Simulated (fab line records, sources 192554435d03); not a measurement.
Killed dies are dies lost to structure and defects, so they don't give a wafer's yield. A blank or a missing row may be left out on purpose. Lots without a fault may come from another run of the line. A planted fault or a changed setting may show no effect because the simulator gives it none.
Which tool did it? | flow n5_finfet | 20 lots, 60 wafers sampled, at 5 steps of a route of 1938

WHAT THE GAUGES READ, wafer by wafer
N5_WELL_APT_CD_MEAS_08: target cd 200 nm.
lot  | measured    | on        | cd_nm (nm)
L074 | day 1 13:41 | cd_sem-01 | 200.7 198.6 200.6
L075 | day 1 19:50 | cd_sem-02 | 203.2 201.2 201.2
L076 | day 2 01:49 | cd_sem-01 | 199.5 200.9 199.9
L077 | day 2 07:45 | cd_sem-02 | 198.1 200.2 199.2
L078 | day 2 14:08 | cd_sem-03 | 198.4 199.6 196.5
L079 | day 2 19:34 | cd_sem-02 | 199.6 198.9 199.6
L080 | day 3 02:11 | cd_sem-01 | 201.5 201.3 200.5
L081 | day 3 07:34 | cd_sem-02 | 198.3 197.9 197.6
L083 | day 3 20:22 | cd_sem-01 | 199.3 199.7 198.9
L084 | day 4 01:41 | cd_sem-02 | 195.9 199.5 199.2
L085 | day 4 07:46 | cd_sem-02 | 200.2 199.5 199.6
L086 | day 4 13:52 | cd_sem-03 | 201.0 199.1 202.2
L087 | day 4 19:49 | cd_sem-02 | 201.4 199.8 200.4
L089 | day 5 07:49 | cd_sem-03 | 196.9 198.5 200.6
L091 | day 5 19:39 | cd_sem-03 | 196.8 196.5 197.8
L092 | day 6 01:43 | cd_sem-01 | 200.5 201.7 200.3
L093 | day 6 07:43 | cd_sem-02 | 200.6 197.7 197.5
L094 | day 6 14:02 | cd_sem-01 | 198.8 197.4 196.9
L095 | day 6 19:43 | cd_sem-01 | 201.1 199.5 201.6
L097 | day 7 08:31 | cd_sem-01 | 201.4 199.5 199.8

N5_WELL_APT_INSPECT_27: inspects for defects (macro).
lot  | measured    | on                | raw_defect_count
L074 | day 1 15:36 | defect_inspect-01 | 3 1 0
L075 | day 1 21:09 | defect_inspect-02 | 2 0 1
L076 | day 2 03:14 | defect_inspect-01 | 3 1 1
L077 | day 2 08:56 | defect_inspect-01 | 3 2 2
L078 | day 2 15:20 | defect_inspect-02 | 1 2 2
L079 | day 2 20:53 | defect_inspect-01 | 4 0 1
L080 | day 3 03:35 | defect_inspect-02 | 1 3 3
L081 | day 3 08:52 | defect_inspect-02 | 4 2 1
L083 | day 3 21:37 | defect_inspect-01 | 1 1 3
L084 | day 4 02:54 | defect_inspect-02 | 1 5 2
L085 | day 4 08:56 | defect_inspect-01 | 3 3 1
L086 | day 4 15:03 | defect_inspect-02 | 0 3 3
L087 | day 4 21:13 | defect_inspect-02 | 2 2 1
L089 | day 5 09:12 | defect_inspect-02 | 0 4 4
L091 | day 5 20:56 | defect_inspect-01 | 1 1 2
L092 | day 6 02:56 | defect_inspect-01 | 0 0 0
L093 | day 6 09:58 | defect_inspect-01 | 4 1 2
L094 | day 6 15:22 | defect_inspect-02 | 1 0 1
L095 | day 6 20:54 | defect_inspect-01 | 0 5 2
L097 | day 7 09:49 | defect_inspect-01 | 1 1 0

N5_FIN_CUT_OVL_MEAS_09.
lot  | measured    | on         | FIN_CUT_OVL (nm)
L074 | day 2 03:34 | overlay-02 | 0.3 0.0 -1.2
L075 | day 2 08:32 | overlay-02 | 0.9 -0.1 0.4
L076 | day 2 14:32 | overlay-02 | 0.5 0.7 0.1
L077 | day 2 20:57 | overlay-02 | 0.5 -1.3 -0.2
L078 | day 3 03:21 | overlay-02 | 0.7 -0.7 0.8
L079 | day 3 08:43 | overlay-01 | -0.8 -0.2 0.0
L080 | day 3 17:34 | overlay-02 | 1.1 0.1 0.8
L081 | day 3 21:28 | overlay-01 | 0.9 1.2 0.5
L083 | day 4 10:10 | overlay-02 | -0.3 -0.1 0.8
L084 | day 4 14:28 | overlay-01 | 0.7 0.4 0.6
L085 | day 5 00:14 | overlay-01 | -0.4 -0.3 -0.1
L086 | day 5 04:31 | overlay-01 | 0.6 -0.1 -0.2
L087 | day 5 09:10 | overlay-02 | 0.5 1.0 1.6
L089 | day 5 20:32 | overlay-02 | -0.4 1.1 0.2
L091 | day 6 08:23 | overlay-01 | 0.5 -0.1 -0.3
L092 | day 6 14:39 | overlay-02 | 0.2 -0.3 -0.5
L093 | day 6 23:02 | overlay-02 | -0.6 -0.3 0.4
L094 | day 7 03:43 | overlay-02 | -0.3 0.2 -0.2
L095 | day 7 09:13 | overlay-02 | -0.2 -0.2 -0.5
L097 | day 7 22:26 | overlay-01 | 0.4 0.4 0.8

WHICH TOOL RAN EACH LOT (tool, then ch and the chambers of the sampled wafers, then the start)
lot  | N5_FIN_SAQP_STRIP_55              | N5_FIN_SAQP_SPACER1_ETCHBACK_25
L074 | rie_diel-01 ch 1,2, day 1 22:37   | rie_diel-01 ch 0,1,2, day 2 00:16
L075 | rie_diel-02 ch 1,2,3, day 2 04:14 | rie_diel-02 ch 0,1, day 2 05:40
L076 | rie_diel-01 ch 0,1,3, day 2 10:13 | rie_diel-04 ch 1,2,3, day 2 11:40
L077 | rie_diel-01 ch 1,2, day 2 16:23   | rie_diel-02 ch 0,2,3, day 2 18:04
L078 | rie_diel-01 ch 0,1, day 2 23:01   | rie_diel-01 ch 0,2, day 3 00:27
L079 | rie_diel-02 ch 0,1,3, day 3 04:22 | rie_diel-01 ch 0,1,2, day 3 05:48
L080 | rie_diel-01 ch 0,1, day 3 11:35   | rie_diel-04 ch 0,1,2, day 3 14:31
L081 | rie_diel-02 ch 0,3, day 3 16:32   | rie_diel-04 ch 0,1,2, day 3 18:29
L083 | rie_diel-01 ch 0,3, day 4 05:38   | rie_diel-02 ch 0,3, day 4 07:21
L084 | rie_diel-02 ch 0,2,3, day 4 10:19 | rie_diel-02 ch 0,1, day 4 11:47
L085 | rie_diel-02 ch 0,2,3, day 4 17:34 | rie_diel-02 ch 2,3, day 4 19:13
L086 | rie_diel-02 ch 2,3, day 5 00:14   | rie_diel-02 ch 1,2,3, day 5 01:41
L087 | rie_diel-02 ch 1,2,3, day 5 04:43 | rie_diel-04 ch 0,3, day 5 06:16
L089 | rie_diel-04 ch 0,2,3, day 5 16:26 | rie_diel-01 ch 0,1,2, day 5 17:52
L091 | rie_diel-01 ch 0,2,3, day 6 04:04 | rie_diel-02 ch 1,2,3, day 6 05:36
L092 | rie_diel-04 ch 0,1,2, day 6 10:23 | rie_diel-02 ch 1,2,3, day 6 11:49
L093 | rie_diel-01 ch 1,2, day 6 18:13   | rie_diel-01 ch 0,2,3, day 6 20:13
L094 | rie_diel-01 ch 0,1, day 6 22:55   | rie_diel-04 ch 2,3, day 7 00:26
L095 | rie_diel-02 ch 0,2,3, day 7 04:47 | rie_diel-01 ch 0,1, day 7 06:13
L097 | rie_diel-01 ch 0,1,3, day 7 18:04 | rie_diel-01 ch 0,2,3, day 7 19:29
- N5_FIN_SAQP_STRIP_55: strips in N2/H2.
- N5_FIN_SAQP_SPACER1_ETCHBACK_25: etches SiO2 in CHF3/O2, target depth 24.4 nm, time 12.2 s.

WHAT THE TOOLS THEMSELVES READ (means of the sampled wafers that have a number; where no wafer has one, the mark that the record gives instead)
N5_FIN_SAQP_STRIP_55.
lot  | tool        | chamber_pressure_mTorr (mTorr) | drypump_motor_current_A (A) | n2_flow_sccm (sccm) | oes_product_au (a.u.) | rf_vpp_V (V) | showerhead_plenum_p_Torr (Torr) | temp_c (C) | throttle_valve_pct (%)
L074 | rie_diel-01 | 49.95                          | 6.0                         | 300.5               | 0.91                  | 122.0        | 3.39                            | 39.84      | 19.10
L075 | rie_diel-02 | 49.99                          | 5.8                         | 300.7               | 0.79                  | 121.3        | 3.41                            | 39.94      | 18.77
L076 | rie_diel-01 | 50.06                          | 6.3                         | 299.5               | 0.81                  | 121.7        | 3.38                            | 39.97      | 18.97
L077 | rie_diel-01 | 49.94                          | 6.0                         | 299.9               | 0.88                  | 122.4        | 3.39                            | 39.97      | 19.12
L078 | rie_diel-01 | 50.03                          | 6.1                         | 301.5               | 0.87                  | 123.0        | 3.37                            | 39.99      | 19.10
L079 | rie_diel-02 | 49.93                          | 5.7                         | 300.1               | 0.75                  | 121.7        | 3.38                            | 40.03      | 18.62
L080 | rie_diel-01 | 50.04                          | 6.1                         | 300.0               | 0.86                  | 122.2        | 3.37                            | 40.01      | 19.12
L081 | rie_diel-02 | 50.13                          | 5.9                         | 300.1               | 0.72                  | 121.0        | 3.42                            | 40.04      | 18.72
L083 | rie_diel-01 | 50.02                          | 6.4                         | 299.2               | 0.75                  | 122.2        | 3.38                            | 40.08      | 18.85
L084 | rie_diel-02 | 50.01                          | 6.0                         | 300.0               | 0.74                  | 122.6        | 3.43                            | 39.98      | 18.89
L085 | rie_diel-02 | 49.98                          | 6.0                         | 300.8               | 0.73                  | 123.0        | 3.43                            | 39.90      | 18.88
L086 | rie_diel-02 | 50.02                          | 6.2                         | 300.0               | 0.76                  | 122.7        | 3.44                            | 39.94      | 19.02
L087 | rie_diel-02 | 49.94                          | 5.9                         | 299.4               | 0.76                  | 121.1        | 3.39                            | 40.00      | 18.80
L089 | rie_diel-04 | 50.02                          | 5.6                         | 299.9               | 0.76                  | 122.1        | 3.39                            | 40.00      | 18.67
L091 | rie_diel-01 | 50.00                          | 6.0                         | 300.0               | 0.76                  | 121.5        | 3.31                            | 39.94      | 19.07
L092 | rie_diel-04 | 50.01                          | 5.6                         | 299.7               | 0.79                  | 122.1        | 3.38                            | 40.03      | 18.80
L093 | rie_diel-01 | 50.02                          | 6.0                         | 299.6               | 0.85                  | 121.8        | 3.37                            | 39.87      | 19.17
L094 | rie_diel-01 | 49.94                          | 6.1                         | 299.5               | 0.83                  | 121.9        | 3.36                            | 40.03      | 19.15
L095 | rie_diel-02 | 49.97                          | 6.0                         | 299.3               | 0.80                  | 123.0        | 3.41                            | 40.00      | 18.79
L097 | rie_diel-01 | 49.96                          | 6.3                         | 299.8               | 0.77                  | 121.9        | 3.36                            | 39.98      | 19.03

N5_FIN_SAQP_SPACER1_ETCHBACK_25.
lot  | tool        | O2_flow_sccm (sccm) | chamber_pressure_mTorr (mTorr) | drypump_motor_current_A (A) | mfc_ar_sccm (sccm) | oes_o_777_au (a.u.) | oes_product_au (a.u.) | rf_fwd_power_W (W) | rf_vpp_V (V) | showerhead_plenum_p_Torr (Torr) | throttle_valve_pct (%)
L074 | rie_diel-01 | 5.005               | 29.990                         | 5.9                         | 199.9              | 0.85                | 0.85                  | 643.9              | 525          | 2.37                            | 18.80
L075 | rie_diel-02 | 5.010               | 29.990                         | 6.1                         | 199.5              | 0.74                | 0.74                  | 646.8              | 518          | 2.48                            | 19.17
L076 | rie_diel-04 | 4.990               | 29.969                         | 5.7                         | 199.4              | 0.81                | 0.82                  | 643.3              | 527          | 2.47                            | 18.94
L077 | rie_diel-02 | 5.002               | 30.018                         | 6.0                         | 200.4              | 0.75                | 0.74                  | 646.9              | 520          | 2.49                            | 19.11
L078 | rie_diel-01 | 5.001               | 29.977                         | 5.7                         | 200.1              | 0.81                | 0.80                  | 648.6              | 520          | 2.33                            | 18.77
L079 | rie_diel-01 | 5.015               | 30.024                         | 5.9                         | 200.1              | 0.83                | 0.83                  | 644.0              | 524          | 2.37                            | 18.81
L080 | rie_diel-04 | 4.996               | 30.008                         | 5.6                         | 199.8              | 0.81                | 0.82                  | 645.9              | 517          | 2.44                            | 18.84
L081 | rie_diel-04 | 5.001               | 29.973                         | 5.6                         | 199.6              | 0.80                | 0.82                  | 644.3              | 518          | 2.44                            | 18.84
L083 | rie_diel-02 | 4.988               | 29.990                         | 5.9                         | 199.7              | 0.71                | 0.71                  | 646.5              | 519          | 2.47                            | 19.11
L084 | rie_diel-02 | 4.988               | 30.039                         | 6.0                         | 200.2              | 0.73                | 0.72                  | 644.5              | 518          | 2.47                            | 19.21
L085 | rie_diel-02 | 4.992               | 29.994                         | 5.7                         | 200.3              | 0.76                | 0.74                  | 648.2              | 520          | 2.46                            | 18.99
L086 | rie_diel-02 | 5.003               | 29.979                         | 5.9                         | 199.5              | 0.77                | 0.76                  | 645.3              | 519          | 2.46                            | 19.07
L087 | rie_diel-04 | 4.995               | 30.001                         | 5.4                         | 199.5              | 0.72                | 0.72                  | 644.6              | 518          | 2.44                            | 19.06
L089 | rie_diel-01 | 4.997               | 30.013                         | 5.9                         | 200.2              | 0.81                | 0.81                  | 645.5              | 524          | 2.36                            | 18.85
L091 | rie_diel-02 | 5.003               | 29.990                         | 5.9                         | 200.4              | 0.76                | 0.75                  | 645.6              | 518          | 2.46                            | 19.10
L092 | rie_diel-02 | 5.004               | 30.001                         | 5.9                         | 200.5              | 0.76                | 0.75                  | 644.9              | 519          | 2.46                            | 19.09
L093 | rie_diel-01 | 5.011               | 29.970                         | 6.1                         | 199.6              | 0.75                | 0.75                  | 644.7              | 523          | 2.37                            | 18.94
L094 | rie_diel-04 | 5.003               | 29.984                         | 5.9                         | 200.2              | 0.75                | 0.77                  | 646.6              | 526          | 2.45                            | 18.87
L095 | rie_diel-01 | 4.985               | 30.001                         | 6.0                         | 199.6              | 0.78                | 0.78                  | 647.0              | 521          | 2.35                            | 18.82
L097 | rie_diel-01 | 5.011               | 30.008                         | 6.1                         | 200.9              | 0.74                | 0.73                  | 646.1              | 523          | 2.37                            | 18.96

THE ANSWER, worked out from the rows above alone
Rule: what is usual is taken from the lots themselves. Put in order of their means at a reading, lots are off if they are a third of the lots or fewer, leave a main group of 4 or more, and stand apart from it by a gap of 3 or more times the standard deviation of the main group's means; of several such gaps the widest counts. A main group whose means are all the same, to the digits that the tables above print for the reading, isn't used. A lot without any number at a reading at which 4 lots or more have one is off too. The other lots that the step has rows for count as sound. The gauges are gone through in route order, then the tools' own readings, and for those a lot's mean is taken as printed above. The first step at which some lot is off is used, and at that step the reading that is off furthest; a lot without a number counts as furthest.
No lot is off at any reading shown: from this, nothing can be told.

WHAT THE SIMULATOR HAD PUT IN
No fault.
